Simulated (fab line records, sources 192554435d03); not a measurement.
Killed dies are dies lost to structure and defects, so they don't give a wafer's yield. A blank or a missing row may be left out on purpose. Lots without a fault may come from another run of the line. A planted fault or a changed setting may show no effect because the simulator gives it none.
Which tool did it? | flow n5_finfet | 24 lots, 72 wafers sampled, at 2 steps of a route of 1938

WHAT THE GAUGES READ, wafer by wafer
N5_ZERO_LAYER_INSPECT_20: inspects for defects (darkfield). Usual: raw_defect_count 38, standard deviation 16.
lot  | measured    | on                | raw_defect_count | flag
L074 | day 1 13:16 | defect_inspect-01 | 39 27 27         |
L075 | day 1 19:25 | defect_inspect-01 | 44 54 45         |
L076 | day 2 01:23 | defect_inspect-01 | 40 37 59         |
L077 | day 2 07:27 | defect_inspect-01 | 58 84 107        |
L078 | day 2 13:43 | defect_inspect-02 | 31 19 15         |
L079 | day 2 19:15 | defect_inspect-01 | 46 78 46         |
L080 | day 3 01:45 | defect_inspect-02 | 28 36 74         |
L081 | day 3 07:15 | defect_inspect-02 | 30 27 28         |
L082 | day 3 13:15 | defect_inspect-01 | 26 22 17         |
L083 | day 3 19:56 | defect_inspect-01 | 19 40 37         |
L084 | day 4 01:23 | defect_inspect-02 | 53 39 33         |
L085 | day 4 07:28 | defect_inspect-01 | 29 30 35         |
L086 | day 4 13:26 | defect_inspect-02 | 29 27 50         |
L087 | day 4 19:31 | defect_inspect-02 | 41 50 38         |
L088 | day 5 01:41 | defect_inspect-02 | 20 40 31         |
L089 | day 5 07:23 | defect_inspect-01 | 19 18 19         |
L090 | day 5 13:16 | defect_inspect-02 | 52 39 63         |
L091 | day 5 19:20 | defect_inspect-02 | 39 24 34         |
L092 | day 6 01:17 | defect_inspect-02 | 45 39 33         |
L093 | day 6 07:25 | defect_inspect-02 | 30 37 28         |
L094 | day 6 13:36 | defect_inspect-01 | 37 15 17         |
L095 | day 6 19:24 | defect_inspect-01 | 24 36 30         |
L096 | day 7 01:23 | defect_inspect-01 | 42 34 29         |
L097 | day 7 08:05 | defect_inspect-02 | 77 43 26         |

WHICH TOOL RAN EACH LOT (tool, then ch and the chambers of the sampled wafers, then the start)
lot  | N5_ZERO_LAYER_PECVD_02
L074 | pecvd-03 ch 0,1,2, day 1 12:17
L075 | pecvd-01 ch 0,1, day 1 18:17
L076 | pecvd-01 ch 0,2, day 2 00:17
L077 | pecvd-04 ch 0,1, day 2 06:28
L078 | pecvd-03 ch 0,1, day 2 12:29
L079 | pecvd-01 ch 0,2, day 2 18:17
L080 | pecvd-01 ch 0,1, day 3 00:18
L081 | pecvd-04 ch 0,1,2, day 3 06:17
L082 | pecvd-03 ch 0,2, day 3 12:17
L083 | pecvd-04 ch 0,2, day 3 18:28
L084 | pecvd-04 ch 0,2, day 4 00:17
L085 | pecvd-03 ch 0,1,2, day 4 06:17
L086 | pecvd-01 ch 0,1,2, day 4 12:18
L087 | pecvd-04 ch 0,2, day 4 18:17
L088 | pecvd-03 ch 0,2, day 5 00:17
L089 | pecvd-04 ch 0,1, day 5 06:17
L090 | pecvd-03 ch 0,1,2, day 5 12:17
L091 | pecvd-04 ch 0,2, day 5 18:17
L092 | pecvd-03 ch 0,2, day 6 00:18
L093 | pecvd-03 ch 0,2, day 6 06:17
L094 | pecvd-03 ch 0,1, day 6 12:17
L095 | pecvd-03 ch 0,1, day 6 18:17
L096 | pecvd-03 ch 0,1,2, day 7 00:17
L097 | pecvd-03 ch 0,1, day 7 06:17
- N5_ZERO_LAYER_PECVD_02: deposits SiO2 from SiH4/N2O, target thk 10 nm, time 6 s.

WHAT THE TOOLS THEMSELVES READ (means of the sampled wafers that have a number; where no wafer has one, the mark that the record gives instead)
N5_ZERO_LAYER_PECVD_02. Usual: heater_power_w 849 W, standard deviation 66; showerhead_plenum_p_Torr 8.12 Torr, standard deviation 0.073.
lot  | tool     | heater_power_w (W) | showerhead_plenum_p_Torr (Torr) | flag
L074 | pecvd-03 | 884                | 8.12                            |
L075 | pecvd-01 | 816                | 8.05                            |
L076 | pecvd-01 | 866                | 8.22                            |
L077 | pecvd-04 | 840                | 8.15                            |
L078 | pecvd-03 | 877                | 8.09                            |
L079 | pecvd-01 | 829                | 8.23                            |
L080 | pecvd-01 | 766                | 8.12                            |
L081 | pecvd-04 | 779                | 8.12                            |
L082 | pecvd-03 | 942                | 8.09                            |
L083 | pecvd-04 | 835                | 8.05                            |
L084 | pecvd-04 | 724                | 8.07                            |
L085 | pecvd-03 | 848                | 8.12                            |
L086 | pecvd-01 | 854                | 8.15                            |
L087 | pecvd-04 | 799                | 8.06                            |
L088 | pecvd-03 | 885                | 8.12                            |
L089 | pecvd-04 | 871                | 8.14                            |
L090 | pecvd-03 | 864                | 8.12                            |
L091 | pecvd-04 | 767                | 8.06                            |
L092 | pecvd-03 | 887                | 8.10                            |
L093 | pecvd-03 | 867                | 8.10                            |
L094 | pecvd-03 | 894                | 8.09                            |
L095 | pecvd-03 | 842                | 8.09                            |
L096 | pecvd-03 | 874                | 8.12                            |
L097 | pecvd-03 | 856                | 8.09                            |

THE ANSWER, worked out from the rows above alone
Rule: a lot is off if the mean of its wafers that have a number lies more than 3 standard deviations from the usual mean. A lot without any number at a reading at which 4 lots or more have one is off too. The other lots that the step has rows for count as sound. The gauges are gone through in route order, then the tools' own readings, and for those a lot's mean is taken as printed above. The first step at which some lot is off is used, and at that step the reading that is off furthest; a lot without a number counts as furthest.
No lot is off at any reading shown: from this, nothing can be told.

WHAT THE SIMULATOR HAD PUT IN
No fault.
